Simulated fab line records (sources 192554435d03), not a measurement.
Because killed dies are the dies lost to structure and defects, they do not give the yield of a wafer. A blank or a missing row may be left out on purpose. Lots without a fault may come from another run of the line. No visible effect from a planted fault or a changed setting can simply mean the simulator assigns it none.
Matching of chambers || flow n5Finfet || 4 sister chambers for N5_BEOL_M2_ETCH_63 on rieDiel-02
The step etches SiARC in CF4, target depth 15.6 nm, time 26 s. 4 wafers are shown with their chamber, then 9 later ones without.

== EACH WAFER AND ITS CHAMBER ==
{"wafer": "L077.3", "chamber": 1, "showerheadPlenumPTorr (Torr)": 2.15}
{"wafer": "L085.4", "chamber": 2, "showerheadPlenumPTorr (Torr)": 2.26}
{"wafer": "L086.3", "chamber": 3, "showerheadPlenumPTorr (Torr)": 2.16}
{"wafer": "L086.5", "chamber": 0, "showerheadPlenumPTorr (Torr)": 2.05}

== WAFERS WHOSE CHAMBER IS MISSING ==
{"wafer": "L091.4", "showerheadPlenumPTorr (Torr)": 2.26}
{"wafer": "L091.5", "showerheadPlenumPTorr (Torr)": 2.26}
{"wafer": "L091.6", "showerheadPlenumPTorr (Torr)": 2.16}
{"wafer": "L093.1", "showerheadPlenumPTorr (Torr)": 2.26}
{"wafer": "L093.2", "showerheadPlenumPTorr (Torr)": 2.16}
{"wafer": "L093.5", "showerheadPlenumPTorr (Torr)": 2.16}
{"wafer": "L094.1", "showerheadPlenumPTorr (Torr)": 2.15}
{"wafer": "L094.3", "showerheadPlenumPTorr (Torr)": 2.13}
{"wafer": "L094.5", "showerheadPlenumPTorr (Torr)": 2.26}

== EACH ONE'S CHAMBER ==
{"wafer": "L091.4", "from the rows above": 2, "in truth": 2}
{"wafer": "L091.5", "from the rows above": 2, "in truth": 2}
{"wafer": "L091.6", "from the rows above": "can't be placed: 3 or 1", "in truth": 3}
{"wafer": "L093.1", "from the rows above": 2, "in truth": 2}
{"wafer": "L093.2", "from the rows above": "can't be placed: 3 or 1", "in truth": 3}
{"wafer": "L093.5", "from the rows above": "can't be placed: 3 or 1", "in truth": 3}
{"wafer": "L094.1", "from the rows above": "can't be placed: 1 or 3", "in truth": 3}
{"wafer": "L094.3", "from the rows above": "can't be placed: 1 or 3", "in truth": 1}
{"wafer": "L094.5", "from the rows above": 2, "in truth": 2}
Correctly placed: 4 of 9. Can't be placed from these rows: 5 (the true chamber is among the candidates in 5). Placed wrongly: 0.
How it was worked out, from the rows above alone: a wafer's distance from a chamber is the root of the sum, over the readings, of the square of ((its reading less the chamber's mean) divided by the reading's scatter). If the next closest chamber is less than 2 further off than the closest, the wafer can't be placed; otherwise it belongs to the closest. A chamber's mean is the mean of its shown wafers. The scatter: root of mean squared gap, hidden wafer to nearest shown wafer, with one shown wafer a chamber.
